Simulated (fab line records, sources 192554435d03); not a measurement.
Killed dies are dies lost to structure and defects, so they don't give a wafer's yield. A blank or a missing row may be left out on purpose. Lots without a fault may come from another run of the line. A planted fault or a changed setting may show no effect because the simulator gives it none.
Split-lot experiment | flow n5_finfet | 7 lots, 21 wafers read, on a route of 1938 steps

THE SPLIT
At N5_SD_EPI_N_ETCH_45 (etches SiOCN in CH3F/O2, target depth 6 nm), the setting target_depth_a was moved away from the recipe's 60 angstrom on 10 of the 21 wafers read, by -12.0% to -5.6%. The other wafers ran this setting at the recipe's value.

The reading is taken at the split's own step.

THE READING
etch.depth_nm (the simulator's own value, which no gauge read), in nm, at N5_SD_EPI_N_ETCH_45 (etches SiOCN in CH3F/O2, target depth 6 nm). The file gives no usual value for it. The 11 wafers here that ran the recipe average 6.006 nm, standard deviation 0.079 nm.

wafer  | tool, chamber at the split | target_depth_a as run, angstrom | against the recipe | etch.depth_nm, nm | against lot-mates on the recipe
L075.1 | rie_diel-01, 1             | 53.79                           | -10.4%             | 5.49              | -0.474
L075.4 | rie_diel-01, 3             | 53.79                           | -10.4%             | 5.362             | -0.602
L075.5 | rie_diel-01, 3             | 60                              | recipe             | 5.964             | -
L083.2 | rie_diel-01, 2             | 60                              | recipe             | 6.12              | -
L083.4 | rie_diel-01, 1             | 60                              | recipe             | 6.03              | -
L083.6 | rie_diel-01, 2             | 60                              | recipe             | 6.102             | -
L082.1 | rie_diel-01, 3             | 60                              | recipe             | 5.916             | -
L082.4 | rie_diel-01, 2             | 56.66                           | -5.6%              | 5.702             | -0.214
L082.5 | rie_diel-01, 2             | 56.66                           | -5.6%              | 5.72              | -0.196
L090.1 | rie_diel-02, 0             | 54.26                           | -9.6%              | 5.383             | no lot-mate on the recipe
L090.3 | rie_diel-02, 1             | 54.26                           | -9.6%              | 5.32              | no lot-mate on the recipe
L090.6 | rie_diel-02, 2             | 54.26                           | -9.6%              | 5.518             | no lot-mate on the recipe
L092.1 | rie_diel-02, 3             | 60                              | recipe             | 6.045             | -
L092.2 | rie_diel-02, 1             | 52.77                           | -12.0%             | 5.226             | -0.819
L092.4 | rie_diel-02, 2             | 52.77                           | -12.0%             | 5.319             | -0.726
L094.1 | rie_diel-01, 0             | 60                              | recipe             | 5.914             | -
L094.2 | rie_diel-01, 2             | 60                              | recipe             | 6.023             | -
L094.6 | rie_diel-01, 3             | 60                              | recipe             | 5.904             | -
L096.2 | rie_diel-01, 0             | 60                              | recipe             | 5.938             | -
L096.4 | rie_diel-01, 2             | 60                              | recipe             | 6.111             | -
L096.6 | rie_diel-01, 1             | 55.93                           | -6.8%              | 5.658             | -0.366

THE FIT
A straight line over all 21 wafers: etch.depth_nm changes by +0.0596 nm for each +1% of target_depth_a; r = +0.97; the points scatter about the line by 0.077 nm.
The same after taking each lot's own level away (the mean of its wafers on the recipe; 18 wafers): +0.0576 nm for each +1%; r = +0.97; scatter 0.073 nm.
On that fit, the largest move of target_depth_a shifts the reading by 0.69 nm.
The lots' own levels span 5.9160 to 6.0840 nm, that is 2.1 times the standard deviation above.
So the lot-to-lot level changes the slope little: the two slopes agree.
Check: with one of the wafers moved furthest among these (-12.0%) left out of the fit, the line predicts -0.638 nm for it against its lot-mates. It came out at -0.819 nm against them.

OTHER SPLITS ON THESE WAFERS
These wafers also went through other splits before the reading. Each is held against what the fit with the lots' levels taken away leaves over:
other split on the same wafers        | wafers away from the commonest value | r with etch.depth_nm (lot level and that fit taken away)
N5_WELL_APT_EXPOSE_05 dose_mj         | 7                                    | -0.41
N5_WELL_APT_DEVELOP_07 develop_time_s | 6                                    | +0.10
N5_FIN_SAQP_HM_DEP_03 time_s          | 7                                    | -0.09
N5_FIN_SAQP_HM_DEP_72 time_s          | 6                                    | -0.20
N5_FIN_SAQP_SPACER1_ALD_24 temp_c     | 11                                   | +0.43

THE FILE'S OWN FIT
etch.depth_nm changes by +0.0562 nm for each +1% of target_depth_a, r = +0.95.
